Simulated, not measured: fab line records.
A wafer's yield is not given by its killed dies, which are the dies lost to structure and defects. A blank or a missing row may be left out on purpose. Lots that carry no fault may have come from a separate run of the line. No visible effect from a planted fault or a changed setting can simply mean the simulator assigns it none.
fab line records :: flow nand-harc :: part 2 of 2: steps 5 to 6 of 6
[record]
  lots = 21
  wafers = 63
  last-day = 34
route steps=1302 shown A_CHANNEL_HOLE_D2@586 A_CHANNEL_FILL_D2@633 A_STAIRCASE@712
lots that met no fault: taken from a fault-free run of the same line
start-h: the number of hours between the record's first day and the start of the first shown wafer of the lot :: wait-h: how many hours have passed since the lot's step before this one :: " repeats the value in the row above :: L1.1+2: a single row standing in for several wafers :: - either no value or no given start :: * or withheld: withheld :: < > ~ a bound
route shown NAME@n: names a module that has steps shown in the file, with the first one's number in the route :: usual: mean/standard deviation of fault-free wafers :: same: alike in all rows :: chamber/n: place in a boat :: sites: readings site by site :: _std_site: standard deviation across them :: _edge_site: the outer-site mean with the inner-site mean subtracted :: radius-mm: for every site, how far away it sits from the centre of the wafer :: mask NAME#n: copy n :: behind: the most recent tool/chamber to have shaped the wafer :: hold: reason for holding the lot/hours on hold/outcome of the hold :: device: names the non-switching transistor (n, p or np) :: end of line: the route-end tests of the same wafers :: for a step that has no rows: nothing shown but its recipe :: killed: at the first sort, the dies lost to defects and structure; wafer yield is something else :: map: dies across one wafer; x = killed, . = not, _ = none there
set.NAME: the run value of the setting; set.NAME@STEP: its run value at that earlier step :: model.NAME: the simulator's own value behind a step, which no gauge read
steps of the route over a sample of lots; a table a step, a row a wafer
services: the hour from which a tool's chamber was out of use, counted from the record's first day as start-h (under 0 if before that day), plus the number of hours and why
[[steps]]
[step NHARC_A_CHANNEL_FILL_D2_CMP_10]
[recipe]
  target-thk-nm = 150
[usual]
  motor-current-A = 11.5/0.88
  time-to-endpoint-s = 16.1/2.3
lot.wafer: L074.2
tool: cmp-01
chamber: 1
start-h: 349.04
wait-h: 0.4
motor-current-A: 12.6
time-to-endpoint-s: 12.8

lot.wafer: L074.4
tool: cmp-01
chamber: 3
start-h: 349.04
wait-h: 0.4
motor-current-A: 11.2
time-to-endpoint-s: 13.2

lot.wafer: L074.5
tool: cmp-01
chamber: 0
start-h: 349.04
wait-h: 0.4
motor-current-A: 11.1
time-to-endpoint-s: 11.6

lot.wafer: L075.3
tool: cmp-01
chamber: 3
start-h: 361.34
wait-h: 0.4
motor-current-A: 10.7
time-to-endpoint-s: 16.4

lot.wafer: L075.2
tool: cmp-01
chamber: 0
start-h: 361.34
wait-h: 0.4
motor-current-A: 11.3
time-to-endpoint-s: 14.8

lot.wafer: L075.5
tool: cmp-01
chamber: 0
start-h: 361.34
wait-h: 0.4
motor-current-A: 11.1
time-to-endpoint-s: 14.2

lot.wafer: L076.1
tool: cmp-04
chamber: 0
start-h: 379.62
wait-h: 0.4
motor-current-A: 10.0
time-to-endpoint-s: 11.6

lot.wafer: L076.2
tool: cmp-04
chamber: 1
start-h: 379.62
wait-h: 0.4
motor-current-A: 12.9
time-to-endpoint-s: 16.6

lot.wafer: L076.4
tool: cmp-04
chamber: 2
start-h: 379.62
wait-h: 0.4
motor-current-A: 9.5
time-to-endpoint-s: 14.4

lot.wafer: L077.4
tool: cmp-01
chamber: 1
start-h: 379.65
wait-h: 0.4
motor-current-A: 12.1
time-to-endpoint-s: 13.9

lot.wafer: L077.2
tool: cmp-01
chamber: 2
start-h: 379.65
wait-h: 0.4
motor-current-A: 12.8
time-to-endpoint-s: 20.2

lot.wafer: L077.6
tool: cmp-01
chamber: 1
start-h: 379.65
wait-h: 0.4
motor-current-A: 12.4
time-to-endpoint-s: 16.3

lot.wafer: L078.3
tool: cmp-03
chamber: 0
start-h: 391.50
wait-h: 0.4
motor-current-A: 11.7
time-to-endpoint-s: 16.6

lot.wafer: L078.2
tool: cmp-03
chamber: 1
start-h: 391.50
wait-h: 0.4
motor-current-A: 11.3
time-to-endpoint-s: 14.1

lot.wafer: L078.6
tool: cmp-03
chamber: 3
start-h: 391.50
wait-h: 0.4
motor-current-A: 11.7
time-to-endpoint-s: 18.0

lot.wafer: L080.3
tool: cmp-04
chamber: 0
start-h: 415.93
wait-h: 0.4
motor-current-A: 10.6
time-to-endpoint-s: 14.9

lot.wafer: L080.4
tool: cmp-04
chamber: 2
start-h: 415.93
wait-h: 0.4
motor-current-A: 10.5
time-to-endpoint-s: 14.6

lot.wafer: L080.6
tool: cmp-04
chamber: 0
start-h: 415.93
wait-h: 0.4
motor-current-A: 10.6
time-to-endpoint-s: 14.1

lot.wafer: L081.1
tool: cmp-04
chamber: 1
start-h: 424.18
wait-h: 0.4
motor-current-A: 12.4
time-to-endpoint-s: 12.9

lot.wafer: L081.6
tool: cmp-04
chamber: 2
start-h: 424.18
wait-h: 0.4
motor-current-A: 9.7
time-to-endpoint-s: 13.2

lot.wafer: L081.5
tool: cmp-04
chamber: 3
start-h: 424.18
wait-h: 0.4
motor-current-A: 10.8
time-to-endpoint-s: 18.5

lot.wafer: L082.2
tool: cmp-04
chamber: 0
start-h: 431.74
wait-h: 0.4
motor-current-A: 10.7
time-to-endpoint-s: 11.2

lot.wafer: L082.6
tool: cmp-04
chamber: 3
start-h: 431.74
wait-h: 0.4
motor-current-A: 11.2
time-to-endpoint-s: 17.6

lot.wafer: L082.5
tool: cmp-04
chamber: 0
start-h: 431.74
wait-h: 0.4
motor-current-A: 10.1
time-to-endpoint-s: 12.9

lot.wafer: L083.1
tool: cmp-03
chamber: 0
start-h: 444.02
wait-h: 0.4
motor-current-A: 11.3
time-to-endpoint-s: 14.5

lot.wafer: L083.4
tool: cmp-03
chamber: 1
start-h: 444.02
wait-h: 0.4
motor-current-A: 10.3
time-to-endpoint-s: 14.8

lot.wafer: L083.6
tool: cmp-03
chamber: 3
start-h: 444.02
wait-h: 0.4
motor-current-A: 12.6
time-to-endpoint-s: 16.5

lot.wafer: L085.3
tool: cmp-03
chamber: 1
start-h: 454.59
wait-h: 0.4
motor-current-A: 10.8
time-to-endpoint-s: 12.5

lot.wafer: L085.2
tool: cmp-03
chamber: 2
start-h: 454.59
wait-h: 0.4
motor-current-A: 12.7
time-to-endpoint-s: 16.1

lot.wafer: L085.5
tool: cmp-03
chamber: 3
start-h: 454.59
wait-h: 0.4
motor-current-A: 11.8
time-to-endpoint-s: 17.6

lot.wafer: L084.4
tool: cmp-01
chamber: 2
start-h: 454.61
wait-h: 0.4
motor-current-A: 13.3
time-to-endpoint-s: 19.3

lot.wafer: L084.6
tool: cmp-01
chamber: 3
start-h: 454.61
wait-h: 0.4
motor-current-A: 10.9
time-to-endpoint-s: 18.7

lot.wafer: L084.5
tool: cmp-01
chamber: 0
start-h: 454.61
wait-h: 0.4
motor-current-A: 11.5
time-to-endpoint-s: 14.4

lot.wafer: L086.3
tool: cmp-03
chamber: 0
start-h: 469.06
wait-h: 0.4
motor-current-A: 10.9
time-to-endpoint-s: 15.8

lot.wafer: L086.2
tool: cmp-03
chamber: 2
start-h: 469.06
wait-h: 0.4
motor-current-A: 11.9
time-to-endpoint-s: 18.3

lot.wafer: L086.6
tool: cmp-03
chamber: 0
start-h: 469.06
wait-h: 0.4
motor-current-A: 11.3
time-to-endpoint-s: 15.2

lot.wafer: L088.3
tool: cmp-04
chamber: 3
start-h: 492.61
wait-h: 0.4
motor-current-A: 11.7
time-to-endpoint-s: 16.0

lot.wafer: L088.4
tool: cmp-04
chamber: 1
start-h: 492.61
wait-h: 0.4
motor-current-A: 12.6
time-to-endpoint-s: 17.4

lot.wafer: L088.6
tool: cmp-04
chamber: 3
start-h: 492.61
wait-h: 0.4
motor-current-A: 11.1
time-to-endpoint-s: 20.3

lot.wafer: L090.2
tool: cmp-01
chamber: 3
start-h: 508.97
wait-h: 0.4
motor-current-A: 11.3
time-to-endpoint-s: 11.2

lot.wafer: L090.1
tool: cmp-01
chamber: 1
start-h: 508.97
wait-h: 0.4
motor-current-A: 12.2
time-to-endpoint-s: 11.4

lot.wafer: L090.6
tool: cmp-01
chamber: 3
start-h: 508.97
wait-h: 0.4
motor-current-A: 10.5
time-to-endpoint-s: 14.6

lot.wafer: L092.1
tool: cmp-04
chamber: 1
start-h: 532.22
wait-h: 0.4
motor-current-A: 12.7
time-to-endpoint-s: 14.4

lot.wafer: L092.2
tool: cmp-04
chamber: 2
start-h: 532.22
wait-h: 0.4
motor-current-A: 9.8
time-to-endpoint-s: 18.3

lot.wafer: L092.6
tool: cmp-04
chamber: 1
start-h: 532.22
wait-h: 0.4
motor-current-A: 13.1
time-to-endpoint-s: 17.4

lot.wafer: L091.3
tool: cmp-03
chamber: 0
start-h: 532.22
wait-h: 0.4
motor-current-A: 11.8
time-to-endpoint-s: 16.3

lot.wafer: L091.2
tool: cmp-03
chamber: 2
start-h: 532.22
wait-h: 0.4
motor-current-A: 11.8
time-to-endpoint-s: 16.6

lot.wafer: L091.6
tool: cmp-03
chamber: 0
start-h: 532.22
wait-h: 0.4
motor-current-A: 11.3
time-to-endpoint-s: 17.9

lot.wafer: L093.4
tool: cmp-03
chamber: 0
start-h: 546.96
wait-h: 0.4
motor-current-A: 11.7
time-to-endpoint-s: 16.8

lot.wafer: L093.3
tool: cmp-03
chamber: 2
start-h: 546.96
wait-h: 0.4
motor-current-A: 13.0
time-to-endpoint-s: 19.2

lot.wafer: L093.2
tool: cmp-03
chamber: 3
start-h: 546.96
wait-h: 0.4
motor-current-A: 11.8
time-to-endpoint-s: 20.8

lot.wafer: L094.2
tool: cmp-01
chamber: 0
start-h: 575.84
wait-h: 0.4
motor-current-A: 11.1
time-to-endpoint-s: 13.2

lot.wafer: L094.1
tool: cmp-01
chamber: 1
start-h: 575.84
wait-h: 0.4
motor-current-A: 12.1
time-to-endpoint-s: 13.3

lot.wafer: L094.5
tool: cmp-01
chamber: 1
start-h: 575.84
wait-h: 0.4
motor-current-A: 12.1
time-to-endpoint-s: 14.5

lot.wafer: L095.1
tool: cmp-03
chamber: 0
start-h: 575.86
wait-h: 0.4
motor-current-A: 11.5
time-to-endpoint-s: 16.8

lot.wafer: L095.2
tool: cmp-03
chamber: 1
start-h: 575.86
wait-h: 0.4
motor-current-A: 10.7
time-to-endpoint-s: 14.6

lot.wafer: L095.5
tool: cmp-03
chamber: 0
start-h: 575.86
wait-h: 0.4
motor-current-A: 11.4
time-to-endpoint-s: 17.2

lot.wafer: L096.3
tool: cmp-03
chamber: 1
start-h: 582.45
wait-h: 0.4
motor-current-A: 10.9
time-to-endpoint-s: 18.5

lot.wafer: L096.1
tool: cmp-03
chamber: 2
start-h: 582.45
wait-h: 0.4
motor-current-A: 12.2
time-to-endpoint-s: 16.9

lot.wafer: L096.4
tool: cmp-03
chamber: 3
start-h: 582.45
wait-h: 0.4
motor-current-A: 12.3
time-to-endpoint-s: 16.9

lot.wafer: L097.2
tool: cmp-03
chamber: 1
start-h: 593.14
wait-h: 0.4
motor-current-A: 10.8
time-to-endpoint-s: 17.1

lot.wafer: L097.5
tool: cmp-03
chamber: 3
start-h: 593.14
wait-h: 0.4
motor-current-A: 12.8
time-to-endpoint-s: 18.1

lot.wafer: L097.6
tool: cmp-03
chamber: 0
start-h: 593.14
wait-h: 0.4
motor-current-A: 11.7
time-to-endpoint-s: 14.5
[step NHARC_A_STAIRCASE_TRIM_198]
[recipe]
  time-s = 211.2
  o2-flow-sccm = 500
  ar-flow-sccm = 0
  bias-w = 0
  chemistry = O2
[usual]
  drypump-motor-current-A = 5.6/0.47
  oes-product-au = 0.999/0.0088
  rf-vpp-V = 57.8/0.88
  showerhead-plenum-p-Torr = 3.55/0.18
  throttle-valve-pct = 17.036/0.009
lot.wafer: L074.4
tool: rie-diel-11
chamber: 1
start-h: -
wait-h: -
drypump-motor-current-A: 5.7
oes-product-au: 0.999
rf-hours-counter-h: 31
rf-vpp-V: 57.8
showerhead-plenum-p-Torr: 3.42
throttle-valve-pct: 17.038

lot.wafer: L074.2
tool: rie-diel-11
chamber: 2
start-h: -
wait-h: -
drypump-motor-current-A: 5.8
oes-product-au: 0.993
rf-hours-counter-h: 25
rf-vpp-V: 60.4
showerhead-plenum-p-Torr: 3.73
throttle-valve-pct: 17.040

lot.wafer: L074.5
tool: rie-diel-11
chamber: 2
start-h: -
wait-h: -
drypump-motor-current-A: 5.8
oes-product-au: 1.000
rf-hours-counter-h: -
rf-vpp-V: 57.4
showerhead-plenum-p-Torr: 3.73
throttle-valve-pct: 17.027

lot.wafer: L075.2
tool: rie-diel-13
chamber: 2
start-h: -
wait-h: -
drypump-motor-current-A: 5.6
oes-product-au: 1.001
rf-hours-counter-h: 4
rf-vpp-V: 57.5
showerhead-plenum-p-Torr: 3.64
throttle-valve-pct: 17.042

lot.wafer: L075.3
tool: rie-diel-13
chamber: 1
start-h: -
wait-h: -
drypump-motor-current-A: 5.1
oes-product-au: 0.997
rf-hours-counter-h: 4
rf-vpp-V: 57.7
showerhead-plenum-p-Torr: 3.78
throttle-valve-pct: 17.035

lot.wafer: L075.5
tool: rie-diel-13
chamber: 3
start-h: -
wait-h: -
drypump-motor-current-A: 6.4
oes-product-au: 1.003
rf-hours-counter-h: -
rf-vpp-V: 56.1
showerhead-plenum-p-Torr: 3.30
throttle-valve-pct: 17.033

lot.wafer: L076.1
tool: rie-diel-13
chamber: 3
start-h: -
wait-h: -
drypump-motor-current-A: 6.4
oes-product-au: 1.019
rf-hours-counter-h: 9
rf-vpp-V: 57.6
showerhead-plenum-p-Torr: 3.30
throttle-valve-pct: 17.031

lot.wafer: L076.4
tool: rie-diel-13
chamber: 0
start-h: -
wait-h: -
drypump-motor-current-A: 6.1
oes-product-au: 1.013
rf-hours-counter-h: 9
rf-vpp-V: 58.4
showerhead-plenum-p-Torr: 3.52
throttle-valve-pct: 17.044

lot.wafer: L076.2
tool: rie-diel-13
chamber: 2
start-h: -
wait-h: -
drypump-motor-current-A: 5.6
oes-product-au: 1.005
rf-hours-counter-h: 8
rf-vpp-V: 57.8
showerhead-plenum-p-Torr: 3.64
throttle-valve-pct: 17.029

lot.wafer: L077.4
tool: rie-diel-11
chamber: 1
start-h: -
wait-h: -
drypump-motor-current-A: 5.7
oes-product-au: 0.996
rf-hours-counter-h: 47
rf-vpp-V: 57.7
showerhead-plenum-p-Torr: 3.41
throttle-valve-pct: 17.025

lot.wafer: L077.2
tool: rie-diel-11
chamber: 2
start-h: -
wait-h: -
drypump-motor-current-A: 5.8
oes-product-au: 0.983
rf-hours-counter-h: 39
rf-vpp-V: 59.5
showerhead-plenum-p-Torr: 3.72
throttle-valve-pct: 17.032

lot.wafer: L077.6
tool: rie-diel-11
chamber: 3
start-h: -
wait-h: -
drypump-motor-current-A: 5.2
oes-product-au: 0.998
rf-hours-counter-h: -
rf-vpp-V: 57.4
showerhead-plenum-p-Torr: 3.75
throttle-valve-pct: 17.038

lot.wafer: L078.2
tool: rie-diel-04
chamber: 1
start-h: -
wait-h: -
drypump-motor-current-A: 5.0
oes-product-au: 1.014
rf-hours-counter-h: 10
rf-vpp-V: 58.5
showerhead-plenum-p-Torr: 3.65
throttle-valve-pct: 17.033

lot.wafer: L078.3
tool: rie-diel-04
chamber: 2
start-h: -
wait-h: -
drypump-motor-current-A: 5.3
oes-product-au: 1.005
rf-hours-counter-h: 9
rf-vpp-V: 58.2
showerhead-plenum-p-Torr: 3.29
throttle-valve-pct: 17.039

lot.wafer: L078.6
tool: rie-diel-04
chamber: 2
start-h: -
wait-h: -
drypump-motor-current-A: 5.3
oes-product-au: 0.992
rf-hours-counter-h: -
rf-vpp-V: 57.0
showerhead-plenum-p-Torr: 3.29
throttle-valve-pct: 17.032

lot.wafer: L080.4
tool: rie-diel-04
chamber: 2
start-h: -
wait-h: -
drypump-motor-current-A: 5.3
oes-product-au: 1.004
rf-hours-counter-h: 17
rf-vpp-V: 58.0
showerhead-plenum-p-Torr: 3.28
throttle-valve-pct: 17.035

lot.wafer: L080.3
tool: rie-diel-04
chamber: 3
start-h: -
wait-h: -
drypump-motor-current-A: 5.2
oes-product-au: 0.981
rf-hours-counter-h: 19
rf-vpp-V: 57.8
showerhead-plenum-p-Torr: 3.33
throttle-valve-pct: 17.036

lot.wafer: L080.6
tool: rie-diel-04
chamber: 2
start-h: -
wait-h: -
drypump-motor-current-A: 5.3
oes-product-au: 0.996
rf-hours-counter-h: -
rf-vpp-V: 57.4
showerhead-plenum-p-Torr: 3.28
throttle-valve-pct: 17.032

lot.wafer: L081.1
tool: rie-diel-04
chamber: 1
start-h: -
wait-h: -
drypump-motor-current-A: 5.0
oes-product-au: 1.004
rf-hours-counter-h: 22
rf-vpp-V: 57.6
showerhead-plenum-p-Torr: 3.64
throttle-valve-pct: 17.031

lot.wafer: L081.6
tool: rie-diel-04
chamber: 1
start-h: -
wait-h: -
drypump-motor-current-A: 5.0
oes-product-au: 1.013
rf-hours-counter-h: -
rf-vpp-V: 58.3
showerhead-plenum-p-Torr: 3.64
throttle-valve-pct: 17.039

lot.wafer: L081.5
tool: rie-diel-04
chamber: 2
start-h: -
wait-h: -
drypump-motor-current-A: 5.3
oes-product-au: 0.996
rf-hours-counter-h: -
rf-vpp-V: 56.4
showerhead-plenum-p-Torr: 3.28
throttle-valve-pct: 17.034

lot.wafer: L082.2
tool: rie-diel-04
chamber: 2
start-h: -
wait-h: -
drypump-motor-current-A: 5.3
oes-product-au: 0.999
rf-hours-counter-h: 25
rf-vpp-V: 58.1
showerhead-plenum-p-Torr: 3.28
throttle-valve-pct: 17.030

lot.wafer: L082.5
tool: rie-diel-04
chamber: 1
start-h: -
wait-h: -
drypump-motor-current-A: 5.0
oes-product-au: 1.005
rf-hours-counter-h: -
rf-vpp-V: 57.0
showerhead-plenum-p-Torr: 3.64
throttle-valve-pct: 17.025

lot.wafer: L082.6
tool: rie-diel-04
chamber: 2
start-h: -
wait-h: -
drypump-motor-current-A: 5.3
oes-product-au: 0.998
rf-hours-counter-h: -
rf-vpp-V: 56.8
showerhead-plenum-p-Torr: 3.28
throttle-valve-pct: 17.041

lot.wafer: L083.4
tool: rie-diel-11
chamber: 0
start-h: -
wait-h: -
drypump-motor-current-A: 5.7
oes-product-au: 1.002
rf-hours-counter-h: 6
rf-vpp-V: 58.0
showerhead-plenum-p-Torr: 3.80
throttle-valve-pct: 17.050

lot.wafer: L083.1
tool: rie-diel-11
chamber: 1
start-h: -
wait-h: -
drypump-motor-current-A: 5.7
oes-product-au: 0.996
rf-hours-counter-h: 7
rf-vpp-V: 56.4
showerhead-plenum-p-Torr: 3.40
throttle-valve-pct: 17.036

lot.wafer: L083.6
tool: rie-diel-11
chamber: 3
start-h: -
wait-h: -
drypump-motor-current-A: 5.2
oes-product-au: 0.986
rf-hours-counter-h: -
rf-vpp-V: 57.9
showerhead-plenum-p-Torr: 3.75
throttle-valve-pct: 17.049

lot.wafer: L084.4
tool: rie-diel-13
chamber: 1
start-h: -
wait-h: -
drypump-motor-current-A: 5.1
oes-product-au: 0.988
rf-hours-counter-h: 28
rf-vpp-V: 60.3
showerhead-plenum-p-Torr: 3.76
throttle-valve-pct: 17.036

lot.wafer: L084.6
tool: rie-diel-13
chamber: 2
start-h: -
wait-h: -
drypump-motor-current-A: 5.6
oes-product-au: 0.996
rf-hours-counter-h: -
rf-vpp-V: 57.8
showerhead-plenum-p-Torr: 3.62
throttle-valve-pct: 17.049

lot.wafer: L084.5
tool: rie-diel-13
chamber: 3
start-h: -
wait-h: -
drypump-motor-current-A: 6.4
oes-product-au: 1.000
rf-hours-counter-h: -
rf-vpp-V: 55.6
showerhead-plenum-p-Torr: 3.28
throttle-valve-pct: 17.052

lot.wafer: L085.3
tool: rie-diel-13
chamber: 2
start-h: -
wait-h: -
drypump-motor-current-A: 5.6
oes-product-au: 1.010
rf-hours-counter-h: 41
rf-vpp-V: 56.7
showerhead-plenum-p-Torr: 3.62
throttle-valve-pct: 17.021

lot.wafer: L085.2
tool: rie-diel-13
chamber: 0
start-h: -
wait-h: -
drypump-motor-current-A: 6.1
oes-product-au: 1.000
rf-hours-counter-h: 41
rf-vpp-V: 58.1
showerhead-plenum-p-Torr: 3.50
throttle-valve-pct: 17.035

lot.wafer: L085.5
tool: rie-diel-13
chamber: 1
start-h: -
wait-h: -
drypump-motor-current-A: 5.2
oes-product-au: 0.986
rf-hours-counter-h: -
rf-vpp-V: 57.7
showerhead-plenum-p-Torr: 3.76
throttle-valve-pct: 17.031

lot.wafer: L086.2
tool: rie-diel-13
chamber: 0
start-h: -
wait-h: -
drypump-motor-current-A: 6.1
oes-product-au: 1.000
rf-hours-counter-h: 49
rf-vpp-V: 57.4
showerhead-plenum-p-Torr: 3.50
throttle-valve-pct: 17.036

lot.wafer: L086.3
tool: rie-diel-13
chamber: 1
start-h: -
wait-h: -
drypump-motor-current-A: 5.1
oes-product-au: 0.984
rf-hours-counter-h: 37
rf-vpp-V: 57.9
showerhead-plenum-p-Torr: 3.76
throttle-valve-pct: 17.027

lot.wafer: L086.6
tool: rie-diel-13
chamber: 1
start-h: -
wait-h: -
drypump-motor-current-A: 5.1
oes-product-au: 0.988
rf-hours-counter-h: -
rf-vpp-V: 58.8
showerhead-plenum-p-Torr: 3.76
throttle-valve-pct: 17.036

lot.wafer: L088.3
tool: rie-diel-13
chamber: 3
start-h: -
wait-h: -
drypump-motor-current-A: 6.4
oes-product-au: 1.002
rf-hours-counter-h: 51
rf-vpp-V: 56.9
showerhead-plenum-p-Torr: 3.28
throttle-valve-pct: 17.029

lot.wafer: L088.4
tool: rie-diel-13
chamber: 2
start-h: -
wait-h: -
drypump-motor-current-A: 5.6
oes-product-au: 1.000
rf-hours-counter-h: 54
rf-vpp-V: 57.6
showerhead-plenum-p-Torr: 3.61
throttle-valve-pct: 17.033

lot.wafer: L088.6
tool: rie-diel-13
chamber: 0
start-h: -
wait-h: -
drypump-motor-current-A: 6.1
oes-product-au: 1.012
rf-hours-counter-h: -
rf-vpp-V: 58.1
showerhead-plenum-p-Torr: 3.50
throttle-valve-pct: 17.038

lot.wafer: L090.2
tool: rie-diel-13
chamber: 0
start-h: -
wait-h: -
drypump-motor-current-A: 6.2
oes-product-au: 0.999
rf-hours-counter-h: 57
rf-vpp-V: 56.9
showerhead-plenum-p-Torr: 3.50
throttle-valve-pct: 17.031

lot.wafer: L090.1
tool: rie-diel-13
chamber: 1
start-h: -
wait-h: -
drypump-motor-current-A: 5.1
oes-product-au: 0.977
rf-hours-counter-h: 47
rf-vpp-V: 58.9
showerhead-plenum-p-Torr: 3.75
throttle-valve-pct: 17.037

lot.wafer: L090.6
tool: rie-diel-13
chamber: 0
start-h: -
wait-h: -
drypump-motor-current-A: 6.2
oes-product-au: 0.990
rf-hours-counter-h: -
rf-vpp-V: 57.8
showerhead-plenum-p-Torr: 3.50
throttle-valve-pct: 17.036

lot.wafer: L092.2
tool: rie-diel-11
chamber: 0
start-h: -
wait-h: -
drypump-motor-current-A: 5.7
oes-product-au: 0.997
rf-hours-counter-h: 30
rf-vpp-V: 58.7
showerhead-plenum-p-Torr: 3.79
throttle-valve-pct: 17.042

lot.wafer: L092.1
tool: rie-diel-11
chamber: 3
start-h: -
wait-h: -
drypump-motor-current-A: 5.2
oes-product-au: 0.989
rf-hours-counter-h: 43
rf-vpp-V: 58.7
showerhead-plenum-p-Torr: 3.72
throttle-valve-pct: 17.034

lot.wafer: L092.6
tool: rie-diel-11
chamber: 1
start-h: -
wait-h: -
drypump-motor-current-A: 5.7
oes-product-au: 1.002
rf-hours-counter-h: -
rf-vpp-V: 55.2
showerhead-plenum-p-Torr: 3.38
throttle-valve-pct: 17.018

lot.wafer: L091.3
tool: rie-diel-04
chamber: 1
start-h: -
wait-h: -
drypump-motor-current-A: 5.0
oes-product-au: 1.003
rf-hours-counter-h: 1
rf-vpp-V: 58.6
showerhead-plenum-p-Torr: 3.62
throttle-valve-pct: 17.055

lot.wafer: L091.2
tool: rie-diel-04
chamber: 3
start-h: -
wait-h: -
drypump-motor-current-A: 5.2
oes-product-au: 0.989
rf-hours-counter-h: 1
rf-vpp-V: 57.0
showerhead-plenum-p-Torr: 3.32
throttle-valve-pct: 17.022

lot.wafer: L091.6
tool: rie-diel-04
chamber: 3
start-h: -
wait-h: -
drypump-motor-current-A: 5.2
oes-product-au: 0.992
rf-hours-counter-h: -
rf-vpp-V: 56.2
showerhead-plenum-p-Torr: 3.32
throttle-valve-pct: 17.035

lot.wafer: L093.3
tool: rie-diel-13
chamber: 1
start-h: -
wait-h: -
drypump-motor-current-A: 5.1
oes-product-au: 0.987
rf-hours-counter-h: 5
rf-vpp-V: 59.3
showerhead-plenum-p-Torr: 3.75
throttle-valve-pct: 17.048

lot.wafer: L093.2
tool: rie-diel-13
chamber: 2
start-h: -
wait-h: -
drypump-motor-current-A: 5.6
oes-product-au: 0.999
rf-hours-counter-h: 9
rf-vpp-V: 58.0
showerhead-plenum-p-Torr: 3.60
throttle-valve-pct: 17.025

lot.wafer: L093.4
tool: rie-diel-13
chamber: 0
start-h: -
wait-h: -
drypump-motor-current-A: 6.1
oes-product-au: 1.016
rf-hours-counter-h: 9
rf-vpp-V: 57.5
showerhead-plenum-p-Torr: 3.49
throttle-valve-pct: 17.034

lot.wafer: L095.1
tool: rie-diel-11
chamber: 2
start-h: -
wait-h: -
drypump-motor-current-A: 5.8
oes-product-au: 1.009
rf-hours-counter-h: 53
rf-vpp-V: 57.8
showerhead-plenum-p-Torr: 3.69
throttle-valve-pct: 17.031

lot.wafer: L095.2
tool: rie-diel-11
chamber: 1
start-h: -
wait-h: -
drypump-motor-current-A: 5.7
oes-product-au: 0.997
rf-hours-counter-h: 48
rf-vpp-V: 57.2
showerhead-plenum-p-Torr: 3.38
throttle-valve-pct: 17.034

lot.wafer: L095.5
tool: rie-diel-11
chamber: 2
start-h: -
wait-h: -
drypump-motor-current-A: 5.8
oes-product-au: 1.017
rf-hours-counter-h: -
rf-vpp-V: 57.9
showerhead-plenum-p-Torr: 3.69
throttle-valve-pct: 17.048

lot.wafer: L094.2
tool: rie-diel-13
chamber: 1
start-h: -
wait-h: -
drypump-motor-current-A: 5.1
oes-product-au: 1.005
rf-hours-counter-h: 10
rf-vpp-V: 58.7
showerhead-plenum-p-Torr: 3.74
throttle-valve-pct: 17.050

lot.wafer: L094.1
tool: rie-diel-13
chamber: 3
start-h: -
wait-h: -
drypump-motor-current-A: 6.4
oes-product-au: 1.002
rf-hours-counter-h: 13
rf-vpp-V: 58.9
showerhead-plenum-p-Torr: 3.80
throttle-valve-pct: 17.052

lot.wafer: L094.5
tool: rie-diel-13
chamber: 1
start-h: -
wait-h: -
drypump-motor-current-A: 5.1
oes-product-au: 0.993
rf-hours-counter-h: -
rf-vpp-V: 58.9
showerhead-plenum-p-Torr: 3.74
throttle-valve-pct: 17.043

lot.wafer: L096.3
tool: rie-diel-04
chamber: 3
start-h: -
wait-h: -
drypump-motor-current-A: 5.2
oes-product-au: 0.981
rf-hours-counter-h: 11
rf-vpp-V: 56.6
showerhead-plenum-p-Torr: 3.31
throttle-valve-pct: 17.042

lot.wafer: L096.1
tool: rie-diel-04
chamber: 1
start-h: -
wait-h: -
drypump-motor-current-A: 5.0
oes-product-au: 0.996
rf-hours-counter-h: 14
rf-vpp-V: 58.9
showerhead-plenum-p-Torr: 3.61
throttle-valve-pct: 17.044

lot.wafer: L096.4
tool: rie-diel-04
chamber: 0
start-h: -
wait-h: -
drypump-motor-current-A: 6.3
oes-product-au: 1.001
rf-hours-counter-h: -
rf-vpp-V: 57.5
showerhead-plenum-p-Torr: 3.54
throttle-valve-pct: 17.037

lot.wafer: L097.2
tool: rie-diel-04
chamber: 1
start-h: -
wait-h: -
drypump-motor-current-A: 5.0
oes-product-au: 0.997
rf-hours-counter-h: 17
rf-vpp-V: 58.6
showerhead-plenum-p-Torr: 3.61
throttle-valve-pct: 17.038

lot.wafer: L097.5
tool: rie-diel-04
chamber: 2
start-h: -
wait-h: -
drypump-motor-current-A: 5.3
oes-product-au: 0.994
rf-hours-counter-h: -
rf-vpp-V: 58.1
showerhead-plenum-p-Torr: 3.80
throttle-valve-pct: 17.024

lot.wafer: L097.6
tool: rie-diel-04
chamber: 3
start-h: -
wait-h: -
drypump-motor-current-A: 5.2
oes-product-au: 0.985
rf-hours-counter-h: -
rf-vpp-V: 58.8
showerhead-plenum-p-Torr: 3.31
throttle-valve-pct: 17.027
[[services]]
tool: rie-diel-12
chamber: -
start-h: 268.40
hours: 9.0
kind: pm

tool: cmp-03
chamber: -
start-h: 277.42
hours: 2.3
kind: repair

tool: rie-diel-13
chamber: 1
start-h: 302.14
hours: 3.9
kind: repair

tool: cmp-03
chamber: -
start-h: 328.97
hours: 0.5
kind: repair

tool: rie-diel-12
chamber: 2
start-h: 331.56
hours: 6.1
kind: repair

tool: cmp-03
chamber: -
start-h: 334.96
hours: 1.2
kind: repair

tool: rie-diel-13
chamber: -
start-h: 343.90
hours: 9.0
kind: pm

tool: rie-diel-13
chamber: -
start-h: 355.01
hours: 1.5
kind: repair

tool: cmp-03
chamber: -
start-h: 359.29
hours: 4.0
kind: pm

tool: har-etch-02
chamber: -
start-h: 377.19
hours: 17.0
kind: pm

tool: rie-diel-12
chamber: 1
start-h: 403.12
hours: 3.2
kind: repair

tool: rie-diel-13
chamber: 1
start-h: 414.03
hours: 36.9
kind: repair

tool: cmp-03
chamber: -
start-h: 425.97
hours: 4.6
kind: repair

tool: cmp-03
chamber: -
start-h: 437.89
hours: 5.4
kind: repair

tool: rie-diel-12
chamber: -
start-h: 445.40
hours: 9.0
kind: pm

tool: cmp-03
chamber: -
start-h: 457.32
hours: 4.0
kind: pm

tool: rie-diel-12
chamber: 0
start-h: 462.54
hours: 1.9
kind: repair

tool: cmp-03
chamber: -
start-h: 481.44
hours: 2.2
kind: repair

tool: rie-diel-12
chamber: 3
start-h: 507.01
hours: 6.8
kind: repair

tool: rie-diel-13
chamber: -
start-h: 522.82
hours: 9.0
kind: pm

tool: har-etch-02
chamber: -
start-h: 529.88
hours: 2.6
kind: repair

tool: rie-diel-12
chamber: 1
start-h: 534.77
hours: 12.9
kind: repair

tool: rie-diel-12
chamber: 2
start-h: 559.51
hours: 8.0
kind: repair

tool: rie-diel-12
chamber: 3
start-h: 571.78
hours: 9.9
kind: repair
